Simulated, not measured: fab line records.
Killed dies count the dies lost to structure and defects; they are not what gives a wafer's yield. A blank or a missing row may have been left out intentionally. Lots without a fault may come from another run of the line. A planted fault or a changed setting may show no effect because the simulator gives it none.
What tool caused it? | flow n5 finfet | Sampling: 21 lots, 63 wafers, 5 of 1938 route steps

## WHAT THE GAUGES READ, wafer by wafer
N5_BEOL_M0_SAQP_INSPECT_16: inspects for defects (brightfield). Usual: raw defect count at 470, with a standard deviation of 110.
lot  | measured     | on                | raw defect count | flag
L074 | day 5 14:22  | defect inspect-02 | 509 622 488      |
L075 | day 5 21:44  | defect inspect-02 | 438 497 506      |
L076 | day 6 02:32  | defect inspect-02 | 665 703 518      |
L077 | day 6 04:13  | defect inspect-01 | 638 533 530      |
L078 | day 6 09:25  | defect inspect-01 | 563 338 347      |
L079 | day 6 20:02  | defect inspect-01 | 559 586 401      |
L080 | day 6 23:23  | defect inspect-02 | 470 452 625      |
L081 | day 7 04:10  | defect inspect-01 | 361 389 307      |
L083 | day 7 22:40  | defect inspect-02 | 523 508 420      |
L084 | day 8 02:49  | defect inspect-01 | 424 385 405      |
L085 | day 8 06:37  | defect inspect-01 | 620 500 673      |
L086 | day 8 12:33  | defect inspect-02 | 347 248 265      |
L087 | day 8 20:06  | defect inspect-02 | 419 621 578      |
L088 | day 8 23:33  | defect inspect-02 | 434 513 529      |
L089 | day 9 04:49  | defect inspect-01 | 543 368 510      |
L090 | day 9 12:08  | defect inspect-02 | 492 415 618      |
L091 | day 9 15:51  | defect inspect-01 | 441 394 412      |
L092 | day 10 00:33 | defect inspect-01 | 256 388 282      |
L093 | day 10 02:53 | defect inspect-01 | 431 584 591      |
L094 | day 10 07:28 | defect inspect-02 | 387 439 434      |
L095 | day 10 15:47 | defect inspect-02 | 389 350 347      |

N5_BEOL_M0_SAQP_CD_MEAS_29 targets a cd of 14.4 nm. Usual: cd nm at 14.96 nm, with a standard deviation of 0.22.
lot  | measured     | on        | cd nm (nm)        | flag
L074 | day 5 17:58  | cd sem-01 | 15.31 15.43 14.81 |
L075 | day 6 01:19  | cd sem-02 | 15.05 14.90 14.86 |
L076 | day 6 07:07  | cd sem-02 | 14.94 14.88 15.23 |
L077 | day 6 08:31  | cd sem-02 | 14.67 14.85 14.68 |
L078 | day 6 13:56  | cd sem-03 | 15.09 15.05 14.88 |
L079 | day 6 23:24  | cd sem-02 | 15.01 15.05 15.04 |
L080 | day 7 03:19  | cd sem-03 | 14.71 14.97 14.67 |
L081 | day 7 07:43  | cd sem-02 | 15.14 15.12 15.06 |
L083 | day 8 02:26  | cd sem-02 | 14.50 15.04 15.22 |
L084 | day 8 06:36  | cd sem-01 | 15.09 15.08 14.80 |
L085 | day 8 11:17  | cd sem-01 | 15.00 15.04 15.15 |
L086 | day 8 16:46  | cd sem-01 | 14.79 14.99 15.33 |
L087 | day 8 23:37  | cd sem-01 | 15.15 15.05 14.78 |
L088 | day 9 03:38  | cd sem-02 | 14.72 15.02 15.11 |
L089 | day 9 09:16  | cd sem-01 | 14.59 15.08 14.98 |
L090 | day 9 15:29  | cd sem-01 | 14.97 15.14 14.73 |
L091 | day 9 21:47  | cd sem-02 | 15.00 15.20 14.71 |
L092 | day 10 04:10 | cd sem-01 | 14.55 14.94 15.25 |
L093 | day 10 06:40 | cd sem-03 | 14.97 15.07 15.27 |
L094 | day 10 11:14 | cd sem-01 | 15.05 14.77 14.81 |
L095 | day 10 19:08 | cd sem-02 | 15.07 15.03 15.77 |

## WHAT TOOL EACH LOT RAN ON (gives the tool, then ch and the chambers of the sampled wafers, and finally the start)
lot  | N5_MOL_CONTACT_COAG_ETCHBACK_132   | N5_MOL_CONTACT_COAG_ETCH_91        | N5_BEOL_M0_SAQP_STRIP_108
L074 | rie diel-04 ch 0,2,3, day 5 04:38  | rie diel-04 ch 0,2,3, day 5 04:40  | rie diel-03 ch 0,1,3, day 5 17:01
L075 | rie diel-04 ch 0,1,2, day 5 13:58  | rie diel-04 ch 0,1,2, day 5 14:00  | rie diel-03 ch 0,2, day 6 00:22
L076 | rie diel-04 ch 1,2,3, day 5 17:25  | rie diel-04 ch 1,2,3, day 5 17:26  | rie diel-03 ch 1,2,3, day 6 06:07
L077 | rie diel-04 ch 0,2,3, day 5 21:02  | rie diel-04 ch 0,2,3, day 5 21:04  | rie diel-06 ch 0,3, day 6 07:34
L078 | rie diel-02 ch 2,3, day 6 01:56    | rie diel-02 ch 2,3, day 6 01:58    | rie diel-01 ch 1,2,3, day 6 12:10
L079 | rie diel-05 ch 1,3, day 6 11:34    | rie diel-05 ch 1,3, day 6 11:35    | rie diel-01 ch 0,1,2, day 6 22:26
L080 | rie diel-05 ch 1,2, day 6 14:17    | rie diel-05 ch 1,2, day 6 14:19    | rie diel-01 ch 1,3, day 7 02:22
L081 | rie diel-04 ch 0,1,2, day 6 20:09  | rie diel-04 ch 0,1,2, day 6 20:11  | rie diel-03 ch 1,2,3, day 7 06:45
L083 | rie diel-05 ch 0,3, day 7 15:22    | rie diel-05 ch 0,3, day 7 15:24    | rie diel-06 ch 0,2,3, day 8 01:28
L084 | rie diel-04 ch 1,2,3, day 7 15:37  | rie diel-04 ch 1,2,3, day 7 15:40  | rie diel-06 ch 0,1,3, day 8 05:19
L085 | rie diel-05 ch 0,3, day 7 22:35    | rie diel-05 ch 0,3, day 7 22:37    | rie diel-01 ch 0,2,3, day 8 10:14
L086 | rie diel-02 ch 0,1,3, day 8 03:55  | rie diel-02 ch 0,1,3, day 8 03:58  | rie diel-01 ch 2,3, day 8 14:59
L087 | rie diel-04 ch 0,1, day 8 11:43    | rie diel-04 ch 0,1, day 8 11:45    | rie diel-03 ch 0,2, day 8 22:39
L088 | rie diel-04 ch 2,3, day 8 13:29    | rie diel-04 ch 2,3, day 8 13:31    | rie diel-06 ch 0,1,2, day 9 01:57
L089 | rie diel-04 ch 1,2,3, day 8 20:40  | rie diel-04 ch 1,2,3, day 8 20:43  | rie diel-06 ch 1,2,3, day 9 08:10
L090 | rie diel-04 ch 1,2,3, day 9 03:22  | rie diel-04 ch 1,2,3, day 9 03:24  | rie diel-06 ch 1,2,3, day 9 14:32
L091 | rie diel-02 ch 1,2,3, day 9 08:11  | rie diel-02 ch 1,2,3, day 9 08:14  | rie diel-03 ch 0,2,3, day 9 20:08
L092 | rie diel-05 ch 1,2, day 9 16:05    | rie diel-05 ch 1,2, day 9 16:07    | rie diel-06 ch 0,3, day 10 03:13
L093 | rie diel-02 ch 0,1,3, day 9 19:20  | rie diel-02 ch 0,1,3, day 9 19:22  | rie diel-01 ch 0,1,2, day 10 05:43
L094 | rie diel-04 ch 0,1, day 10 00:26   | rie diel-04 ch 0,1, day 10 00:28   | rie diel-03 ch 1,2, day 10 10:09
L095 | rie diel-04 ch 0,1,2, day 10 07:14 | rie diel-04 ch 0,1,2, day 10 07:17 | rie diel-03 ch 0,1, day 10 18:11
- N5_MOL_CONTACT_COAG_ETCHBACK_132: etches SiO2 in CHF3, target depth 10 nm, time 6.7 s.
- N5_MOL_CONTACT_COAG_ETCH_91: etches SOC in N2/H2, target depth 60 nm, overetch 21 nm, time 101.2 s.
- N5_BEOL_M0_SAQP_STRIP_108: strips in N2/H2.

## AS READ BY THE TOOLS THEMSELVES (means over the sampled wafers that have a number; for cases with no such wafer, the mark the record gives instead)
N5_MOL_CONTACT_COAG_ETCHBACK_132. Usual: bias w 170.0 W, standard deviation 0.53; drypump motor current A 5.7 A, standard deviation 0.45; oes product au 0.77 a.u., standard deviation 0.1; rf vpp V 524 V, standard deviation 5; showerhead plenum p Torr 2.39 Torr, standard deviation 0.085; throttle valve pct 18.81 %, standard deviation 0.14.
lot  | tool        | bias w (W) | drypump motor current A (A) | oes product au (a.u.) | rf vpp V (V) | showerhead plenum p Torr (Torr) | throttle valve pct (%) | flag
L074 | rie diel-04 | 170.4      | 5.5                         | 0.72                  | 522          | 2.36                            | 18.84                  |
L075 | rie diel-04 | 169.8      | 5.6                         | 0.79                  | 521          | 2.32                            | 18.82                  |
L076 | rie diel-04 | 169.8      | 5.3                         | 0.80                  | 523          | 2.38                            | 18.81                  |
L077 | rie diel-04 | 170.4      | 5.5                         | 0.71                  | 522          | 2.36                            | 18.85                  |
L078 | rie diel-02 | 169.7      | 5.6                         | 0.80                  | 526          | 2.37                            | 18.82                  |
L079 | rie diel-05 | 169.7      | 6.2                         | 0.71                  | 519          | 2.40                            | 18.82                  |
L080 | rie diel-05 | 170.0      | 5.5                         | 0.68                  | 517          | 2.33                            | 18.94                  |
L081 | rie diel-04 | 169.7      | 5.6                         | 0.77                  | 521          | 2.31                            | 18.84                  |
L083 | rie diel-05 | 170.6      | 6.4                         | 0.86                  | 532          | 2.44                            | 18.68                  |
L084 | rie diel-04 | 169.8      | 5.3                         | 0.77                  | 523          | 2.38                            | 18.84                  |
L085 | rie diel-05 | 170.1      | 6.4                         | 0.79                  | 527          | 2.45                            | 18.76                  |
L086 | rie diel-02 | 170.1      | 5.7                         | 0.75                  | 524          | 2.35                            | 18.76                  |
L087 | rie diel-04 | 170.2      | 5.8                         | 0.93                  | 526          | 2.39                            | 18.72                  |
L088 | rie diel-04 | 169.6      | 5.1                         | 0.70                  | 523          | 2.41                            | 18.88                  |
L089 | rie diel-04 | 170.2      | 5.3                         | 0.76                  | 523          | 2.37                            | 18.87                  |
L090 | rie diel-04 | 170.5      | 5.2                         | 0.76                  | 523          | 2.37                            | 18.87                  |
L091 | rie diel-02 | 169.6      | 5.7                         | 0.76                  | 525          | 2.42                            | 18.81                  |
L092 | rie diel-05 | 169.5      | 5.6                         | 0.77                  | 519          | 2.48                            | 18.93                  |
L093 | rie diel-02 | 169.5      | 5.7                         | 0.73                  | 523          | 2.34                            | 18.78                  |
L094 | rie diel-04 | 170.1      | 5.7                         | 0.89                  | 526          | 2.39                            | 18.74                  |
L095 | rie diel-04 | 169.6      | 5.6                         | 0.83                  | 524          | 2.40                            | 18.75                  |

N5_MOL_CONTACT_COAG_ETCH_91. Usual: bias w 150.0 W, standard deviation 0.46; drypump motor current A 5.7 A, standard deviation 0.45; oes product au 0.65 a.u., standard deviation 0.081; rf vpp V 524.3 V, standard deviation 2.9; showerhead plenum p Torr 2.56 Torr, standard deviation 0.096; throttle valve pct 17.93 %, standard deviation 0.14.
lot  | tool        | bias w (W) | drypump motor current A (A) | oes product au (a.u.) | rf vpp V (V) | showerhead plenum p Torr (Torr) | throttle valve pct (%) | flag
L074 | rie diel-04 | 150.4      | 5.5                         | 0.60                  | 523.5        | 2.52                            | 17.97                  |
L075 | rie diel-04 | 150.4      | 5.6                         | 0.65                  | 522.2        | 2.47                            | 17.92                  |
L076 | rie diel-04 | 149.9      | 5.3                         | 0.66                  | 523.6        | 2.54                            | 17.93                  |
L077 | rie diel-04 | 149.9      | 5.5                         | 0.60                  | 522.6        | 2.52                            | 17.98                  |
L078 | rie diel-02 | 149.8      | 5.6                         | 0.68                  | 523.0        | 2.53                            | 17.96                  |
L079 | rie diel-05 | 149.8      | 6.2                         | 0.59                  | 524.0        | 2.56                            | 17.96                  |
L080 | rie diel-05 | 150.1      | 5.5                         | 0.58                  | 522.9        | 2.48                            | 18.11                  |
L081 | rie diel-04 | 149.5      | 5.6                         | 0.64                  | 522.2        | 2.47                            | 17.92                  |
L083 | rie diel-05 | 149.6      | 6.4                         | 0.73                  | 526.2        | 2.62                            | 17.87                  |
L084 | rie diel-04 | 150.1      | 5.3                         | 0.65                  | 523.6        | 2.54                            | 17.96                  |
L085 | rie diel-05 | 150.1      | 6.5                         | 0.66                  | 525.9        | 2.62                            | 17.88                  |
L086 | rie diel-02 | 150.0      | 5.7                         | 0.63                  | 523.1        | 2.50                            | 17.85                  |
L087 | rie diel-04 | 149.7      | 5.8                         | 0.77                  | 524.8        | 2.56                            | 17.86                  |
L088 | rie diel-04 | 150.2      | 5.1                         | 0.59                  | 525.2        | 2.58                            | 18.03                  |
L089 | rie diel-04 | 149.7      | 5.3                         | 0.64                  | 523.7        | 2.53                            | 17.98                  |
L090 | rie diel-04 | 150.3      | 5.3                         | 0.64                  | 523.8        | 2.53                            | 17.99                  |
L091 | rie diel-02 | 149.9      | 5.7                         | 0.65                  | 526.5        | 2.59                            | 17.94                  |
L092 | rie diel-05 | 149.4      | 5.7                         | 0.64                  | 526.6        | 2.65                            | 18.00                  |
L093 | rie diel-02 | 149.7      | 5.7                         | 0.61                  | 522.1        | 2.50                            | 17.87                  |
L094 | rie diel-04 | 149.8      | 5.8                         | 0.75                  | 523.8        | 2.56                            | 17.88                  |
L095 | rie diel-04 | 149.9      | 5.6                         | 0.69                  | 524.8        | 2.57                            | 17.85                  |

N5_BEOL_M0_SAQP_STRIP_108. Usual: bias power w 28.00 W, standard deviation 0.088; drypump motor current A 5.9 A, standard deviation 0.38; oes product au 0.82 a.u., standard deviation 0.09; rf vpp V 121.9 V, standard deviation 1; showerhead plenum p Torr 3.35 Torr, standard deviation 0.1; throttle valve pct 18.88 %, standard deviation 0.29.
lot  | tool        | bias power w (W) | drypump motor current A (A) | oes product au (a.u.) | rf vpp V (V) | showerhead plenum p Torr (Torr) | throttle valve pct (%) | flag
L074 | rie diel-03 | 27.97            | 5.8                         | 0.82                  | 122.1        | 3.34                            | 18.69                  |
L075 | rie diel-03 | 28.05            | 5.9                         | 0.89                  | 121.7        | 3.39                            | 18.91                  |
L076 | rie diel-03 | 28.00            | 5.7                         | 0.81                  | 122.1        | 3.38                            | 18.72                  |
L077 | rie diel-06 | 27.96            | 6.3                         | 0.77                  | 122.6        | 3.40                            | 19.00                  |
L078 | rie diel-01 | 28.02            | 5.8                         | 0.84                  | 121.4        | 3.35                            | 19.12                  |
L079 | rie diel-01 | 27.98            | 5.6                         | 0.85                  | 121.9        | 3.30                            | 19.17                  |
L080 | rie diel-01 | 27.95            | 5.9                         | 0.86                  | 121.9        | 3.36                            | 18.95                  |
L081 | rie diel-03 | 28.01            | 5.8                         | 0.79                  | 122.0        | 3.38                            | 18.74                  |
L083 | rie diel-06 | 28.02            | 5.9                         | 0.75                  | 121.5        | 3.36                            | 18.81                  |
L084 | rie diel-06 | 27.93            | 6.2                         | 0.81                  | 121.9        | 3.33                            | 18.94                  |
L085 | rie diel-01 | 28.01            | 5.7                         | 0.89                  | 122.5        | 3.38                            | 18.91                  |
L086 | rie diel-01 | 27.96            | 5.9                         | 0.88                  | 122.9        | 3.42                            | 18.86                  |
L087 | rie diel-03 | 27.98            | 5.9                         | 0.85                  | 121.7        | 3.38                            | 18.94                  |
L088 | rie diel-06 | 28.01            | 6.1                         | 0.83                  | 122.4        | 3.39                            | 18.85                  |
L089 | rie diel-06 | 28.06            | 5.9                         | 0.80                  | 121.4        | 3.29                            | 18.73                  |
L090 | rie diel-06 | 27.94            | 5.9                         | 0.80                  | 121.6        | 3.29                            | 18.72                  |
L091 | rie diel-03 | 28.01            | 6.0                         | 0.83                  | 122.6        | 3.31                            | 18.78                  |
L092 | rie diel-06 | 28.03            | 6.3                         | 0.73                  | 121.6        | 3.39                            | 19.05                  |
L093 | rie diel-01 | 27.96            | 5.6                         | 0.81                  | 121.3        | 3.29                            | 19.23                  |
L094 | rie diel-03 | 27.88            | 5.4                         | 0.74                  | 121.4        | 3.44                            | 18.93                  |
L095 | rie diel-03 | 28.02            | 5.7                         | 0.80                  | 121.4        | 3.33                            | 18.91                  |

## THE ANSWER, worked out from the rows above alone
Rule: a lot is off if the mean of its wafers that have a number lies more than 3 standard deviations from the usual mean. A lot without any number at a reading at which 4 lots or more have one is off too. All remaining lots with rows at the step are treated as sound. First the gauges in route order, then the tools' own readings, where a lot's mean is used as printed above. The first step at which some lot is off is used, and at that step the reading that is off furthest; a lot without a number counts as furthest.
No lot is off at any reading shown: from this, nothing can be told.

## WHAT THE SIMULATOR HAD INSERTED
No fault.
